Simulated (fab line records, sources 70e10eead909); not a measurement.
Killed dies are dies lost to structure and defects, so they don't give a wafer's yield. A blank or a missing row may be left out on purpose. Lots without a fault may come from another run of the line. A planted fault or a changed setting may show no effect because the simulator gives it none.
Which tool did it? | flow nand_harc | 24 lots, 72 wafers sampled, at 5 steps of a route of 1302

WHAT THE GAUGES READ, wafer by wafer
NHARC_P_M0_INSPECT_27.
lot  | measured     | on                | raw_defect_count
L074 | day 6 03:24  | defect_inspect-01 | 296 255 306
L075 | day 6 16:29  | defect_inspect-01 | 238 297 284
L076 | day 7 04:23  | defect_inspect-02 | 221 229 372
L077 | day 7 12:01  | defect_inspect-02 | 313 593 734
L079 | day 8 06:23  | defect_inspect-02 | 207 247 175
L078 | day 8 06:41  | defect_inspect-01 | 183 457 305
L080 | day 9 00:20  | defect_inspect-02 | 474 680 391
L081 | day 9 06:09  | defect_inspect-01 | 315 312 242
L082 | day 9 12:34  | defect_inspect-02 | 400 316 196
L083 | day 9 23:16  | defect_inspect-01 | 432 377 246
L084 | day 10 16:25 | defect_inspect-02 | 186 386 249
L085 | day 10 21:46 | defect_inspect-02 | 265 181 213
L086 | day 11 01:41 | defect_inspect-02 | 495 591 201
L087 | day 11 09:07 | defect_inspect-01 | 197 195 149
L089 | day 12 04:54 | defect_inspect-01 | 369 368 372
L088 | day 12 05:37 | defect_inspect-01 | 119 180 221
L090 | day 12 20:47 | defect_inspect-01 | 336 205 263
L091 | day 13 04:47 | defect_inspect-02 | 383 272 381
L092 | day 13 21:42 | defect_inspect-02 | 186 220 177
L093 | day 13 22:37 | defect_inspect-02 | 233 440 648
L094 | day 14 13:02 | defect_inspect-01 | 161 143 170
L095 | day 15 01:25 | defect_inspect-02 | 204 169 166
L096 | day 15 10:24 | defect_inspect-02 | 257 295 137
L097 | day 15 18:24 | defect_inspect-01 | 705 274 230

NHARC_P_M1_INSPECT_11.
lot  | measured     | on                | raw_defect_count
L074 | day 6 04:49  | defect_inspect-01 | 5 0 5
L075 | day 6 18:03  | defect_inspect-02 | 4 5 8
L076 | day 7 05:55  | defect_inspect-02 | 3 1 3
L077 | day 7 13:32  | defect_inspect-01 | 12 9 8
L079 | day 8 07:55  | defect_inspect-01 | 4 2 1
L078 | day 8 08:13  | defect_inspect-02 | 3 5 0
L080 | day 9 01:50  | defect_inspect-02 | 5 7 3
L081 | day 9 07:40  | defect_inspect-01 | 1 3 6
L082 | day 9 14:04  | defect_inspect-02 | 5 2 5
L083 | day 10 00:40 | defect_inspect-02 | 4 5 1
L084 | day 10 17:56 | defect_inspect-01 | 5 5 5
L085 | day 10 23:17 | defect_inspect-01 | 3 5 5
L086 | day 11 03:12 | defect_inspect-01 | 2 2 3
L087 | day 11 10:30 | defect_inspect-02 | 4 4 3
L089 | day 12 06:19 | defect_inspect-01 | 3 4 4
L088 | day 12 07:07 | defect_inspect-02 | 7 4 4
L090 | day 12 22:18 | defect_inspect-02 | 4 3 5
L091 | day 13 06:18 | defect_inspect-02 | 4 3 5
L092 | day 13 23:13 | defect_inspect-01 | 3 4 2
L093 | day 14 00:08 | defect_inspect-02 | 3 7 8
L094 | day 14 14:26 | defect_inspect-01 | 3 4 8
L095 | day 15 02:56 | defect_inspect-01 | 2 4 7
L096 | day 15 11:55 | defect_inspect-02 | 8 8 9
L097 | day 15 19:47 | defect_inspect-02 | 5 3 2

NHARC_P_BONDPAD_CD_MEAS_09: target cd 500 nm.
lot  | measured     | on        | cd_nm (nm)
L074 | day 6 13:50  | cd_sem-01 | 500.2 501.6 497.1
L075 | day 7 03:22  | cd_sem-02 | 501.6 499.1 498.3
L076 | day 7 14:31  | cd_sem-02 | 501.9 500.9 498.7
L077 | day 7 22:01  | cd_sem-02 | 500.3 502.8 499.8
L079 | day 8 16:38  | cd_sem-02 | 500.0 498.1 497.9
L078 | day 8 16:57  | cd_sem-01 | 500.5 499.4 497.2
L080 | day 9 10:28  | cd_sem-01 | 500.1 500.1 499.0
L081 | day 9 16:08  | cd_sem-03 | 499.7 502.0 498.8
L082 | day 9 22:47  | cd_sem-03 | 500.0 501.7 499.3
L083 | day 10 09:13 | cd_sem-02 | 499.7 502.0 499.1
L084 | day 11 02:31 | cd_sem-02 | 501.6 502.1 499.3
L085 | day 11 07:57 | cd_sem-03 | 499.4 497.9 499.9
L086 | day 11 12:05 | cd_sem-02 | 497.6 502.1 500.6
L087 | day 11 18:58 | cd_sem-02 | 500.9 502.7 498.6
L089 | day 12 14:57 | cd_sem-03 | 500.8 499.6 499.5
L088 | day 12 15:44 | cd_sem-01 | 497.1 501.4 500.0
L090 | day 13 06:52 | cd_sem-03 | 498.5 503.5 499.6
L091 | day 13 14:47 | cd_sem-01 | 499.3 500.7 501.5
L092 | day 14 07:40 | cd_sem-02 | 501.0 500.6 501.0
L093 | day 14 08:32 | cd_sem-03 | 501.5 499.4 498.0
L094 | day 14 23:05 | cd_sem-03 | 500.7 497.5 497.4
L095 | day 15 11:47 | cd_sem-02 | 499.7 501.6 497.8
L096 | day 15 20:30 | cd_sem-02 | 499.9 498.9 500.0
L097 | day 16 05:14 | cd_sem-01 | 496.4 499.1 499.2

WHICH TOOL RAN EACH LOT (tool, then ch and the chambers of the sampled wafers, then the start)
lot  | NHARC_P_M0_DEP_32               | NHARC_P_M1_DESCUM_14
L074 | pecvd-03 ch 0,1,2, day 6 03:34  | rie_diel-02 ch 0,2,3, day 6 04:53
L075 | pecvd-03 ch 0,1,2, day 6 16:37  | rie_diel-05 ch 1,3, day 6 18:07
L076 | pecvd-04 ch 1,2, day 7 04:37    | rie_diel-04 ch 0,1, day 7 05:59
L077 | pecvd-01 ch 1,2, day 7 12:14    | rie_diel-05 ch 1,3, day 7 13:37
L079 | pecvd-04 ch 1,2, day 8 06:37    | rie_diel-02 ch 1,2,3, day 8 07:59
L078 | pecvd-01 ch 0,1,2, day 8 06:53  | rie_diel-05 ch 0,1,2, day 8 08:16
L080 | pecvd-01 ch 0,1, day 9 00:29    | rie_diel-02 ch 2,3, day 9 01:54
L081 | pecvd-01 ch 0,1,2, day 9 06:18  | rie_diel-02 ch 0,1,3, day 9 07:44
L082 | pecvd-04 ch 0,2, day 9 12:43    | rie_diel-05 ch 0,1,2, day 9 14:08
L083 | pecvd-01 ch 0,1, day 9 23:30    | rie_diel-05 ch 0,2,3, day 10 00:44
L084 | pecvd-01 ch 1,2, day 10 16:39   | rie_diel-02 ch 0,1,3, day 10 18:01
L085 | pecvd-03 ch 0,1, day 10 21:57   | rie_diel-02 ch 2,3, day 10 23:21
L086 | pecvd-01 ch 0,2, day 11 01:50   | rie_diel-05 ch 1,2, day 11 03:16
L087 | pecvd-04 ch 0,1,2, day 11 09:23 | rie_diel-05 ch 2,3, day 11 10:34
L089 | pecvd-04 ch 0,1,2, day 12 05:02 | rie_diel-05 ch 0,2,3, day 12 06:23
L088 | pecvd-01 ch 0,1,2, day 12 05:46 | rie_diel-05 ch 0,1, day 12 07:11
L090 | pecvd-01 ch 0,2, day 12 20:58   | rie_diel-02 ch 2,3, day 12 22:22
L091 | pecvd-03 ch 0,1,2, day 13 05:01 | rie_diel-02 ch 1,3, day 13 06:22
L092 | pecvd-03 ch 1,2, day 13 21:50   | rie_diel-04 ch 2,3, day 13 23:17
L093 | pecvd-03 ch 0,2, day 13 22:49   | rie_diel-05 ch 0,1,3, day 14 00:12
L094 | pecvd-03 ch 1,2, day 14 13:13   | rie_diel-02 ch 0,3, day 14 14:29
L095 | pecvd-04 ch 1,2, day 15 01:36   | rie_diel-04 ch 0,1,3, day 15 03:01
L096 | pecvd-01 ch 0,1,2, day 15 10:33 | rie_diel-04 ch 0,1,3, day 15 12:00
L097 | pecvd-04 ch 1,2, day 15 18:32   | rie_diel-05 ch 0,1, day 15 19:52
- NHARC_P_M0_DEP_32: deposits SiCN, target thk 30 nm.
- NHARC_P_M1_DESCUM_14: chemistry O2, time 3 s.

WHAT THE TOOLS THEMSELVES READ (means of the sampled wafers that have a number; where no wafer has one, the mark that the record gives instead)
NHARC_P_M0_DEP_32.
lot  | tool     | heater_power_outer_w (W) | heater_power_w (W) | showerhead_vpp_V (V)
L074 | pecvd-03 | 321                      | 598                | 1301
L075 | pecvd-03 | 312                      | 572                | 1282
L076 | pecvd-04 | 368                      | 655                | 1277
L077 | pecvd-01 | 317                      | 573                | 1357
L079 | pecvd-04 | 335                      | 606                | 1294
L078 | pecvd-01 | 362                      | 608                | 1297
L080 | pecvd-01 | 357                      | 611                | 1287
L081 | pecvd-01 | 338                      | 586                | 1303
L082 | pecvd-04 | 340                      | 633                | 1298
L083 | pecvd-01 | 339                      | 589                | 1266
L084 | pecvd-01 | 370                      | 609                | 1336
L085 | pecvd-03 | 307                      | 540                | 1323
L086 | pecvd-01 | 382                      | 610                | 1300
L087 | pecvd-04 | 325                      | 590                | 1299
L089 | pecvd-04 | 333                      | 605                | 1306
L088 | pecvd-01 | 341                      | 584                | 1304
L090 | pecvd-01 | 367                      | 587                | 1258
L091 | pecvd-03 | 287                      | 530                | 1297
L092 | pecvd-03 | 286                      | 517                | 1295
L093 | pecvd-03 | 349                      | 650                | 1298
L094 | pecvd-03 | 293                      | 568                | 1295
L095 | pecvd-04 | 376                      | 657                | 1280
L096 | pecvd-01 | 348                      | 595                | 1320
L097 | pecvd-04 | 383                      | 668                | 1301

NHARC_P_M1_DESCUM_14.
lot  | tool        | drypump_motor_current_A (A) | oes_product_au (a.u.) | rf_vpp_V (V) | showerhead_plenum_p_Torr (Torr) | throttle_valve_pct (%)
L074 | rie_diel-02 | 5.4                         | 1.005                 | 58.6         | 2.01                            | 11.313
L075 | rie_diel-05 | 6.3                         | 0.987                 | 56.5         | 1.88                            | 11.315
L076 | rie_diel-04 | 6.0                         | 1.001                 | 56.6         | 1.93                            | 11.315
L077 | rie_diel-05 | 6.3                         | 0.989                 | 56.1         | 1.88                            | 11.315
L079 | rie_diel-02 | 5.1                         | 1.001                 | 57.6         | 1.92                            | 11.317
L078 | rie_diel-05 | 5.8                         | 0.987                 | 58.0         | 1.97                            | 11.312
L080 | rie_diel-02 | 5.2                         | 0.998                 | 58.2         | 1.97                            | 11.303
L081 | rie_diel-02 | 5.3                         | 1.002                 | 57.7         | 1.95                            | 11.309
L082 | rie_diel-05 | 5.8                         | 0.991                 | 58.2         | 1.97                            | 11.308
L083 | rie_diel-05 | 5.8                         | 0.990                 | 57.9         | 1.92                            | 11.315
L084 | rie_diel-02 | 5.3                         | 1.006                 | 57.2         | 1.95                            | 11.309
L085 | rie_diel-02 | 5.2                         | 1.005                 | 58.1         | 1.97                            | 11.309
L086 | rie_diel-05 | 6.1                         | 1.001                 | 57.6         | 1.95                            | 11.311
L087 | rie_diel-05 | 6.1                         | 0.991                 | 57.1         | 1.85                            | 11.309
L089 | rie_diel-05 | 5.8                         | 0.997                 | 57.4         | 1.92                            | 11.307
L088 | rie_diel-05 | 5.6                         | 0.999                 | 58.2         | 1.96                            | 11.321
L090 | rie_diel-02 | 5.2                         | 0.997                 | 58.0         | 1.97                            | 11.311
L091 | rie_diel-02 | 5.1                         | 1.018                 | 57.2         | 1.93                            | 11.305
L092 | rie_diel-04 | 6.0                         | 1.001                 | 57.5         | 1.82                            | 11.309
L093 | rie_diel-05 | 6.0                         | 1.001                 | 57.7         | 1.89                            | 11.310
L094 | rie_diel-02 | 5.5                         | 0.993                 | 58.4         | 2.04                            | 11.315
L095 | rie_diel-04 | 6.0                         | 1.004                 | 57.8         | 1.88                            | 11.316
L096 | rie_diel-04 | 6.0                         | 1.015                 | 58.1         | 1.88                            | 11.312
L097 | rie_diel-05 | 6.0                         | 1.000                 | 58.0         | 1.94                            | 11.310

THE ANSWER, worked out from the rows above alone
Rule: what is usual is taken from the lots themselves. Put in order of their means at a reading, lots are off if they are a third of the lots or fewer, leave a main group of 4 or more, and stand apart from it by a gap of 3 or more times the standard deviation of the main group's means; of several such gaps the widest counts. A main group whose means are all the same, to the digits that the tables above print for the reading, isn't used. A lot without any number at a reading at which 4 lots or more have one is off too. The other lots that the step has rows for count as sound. The gauges are gone through in route order, then the tools' own readings, and for those a lot's mean is taken as printed above. The first step at which some lot is off is used, and at that step the reading that is off furthest; a lot without a number counts as furthest.
No lot is off at any reading shown: from this, nothing can be told.

WHAT THE SIMULATOR HAD PUT IN
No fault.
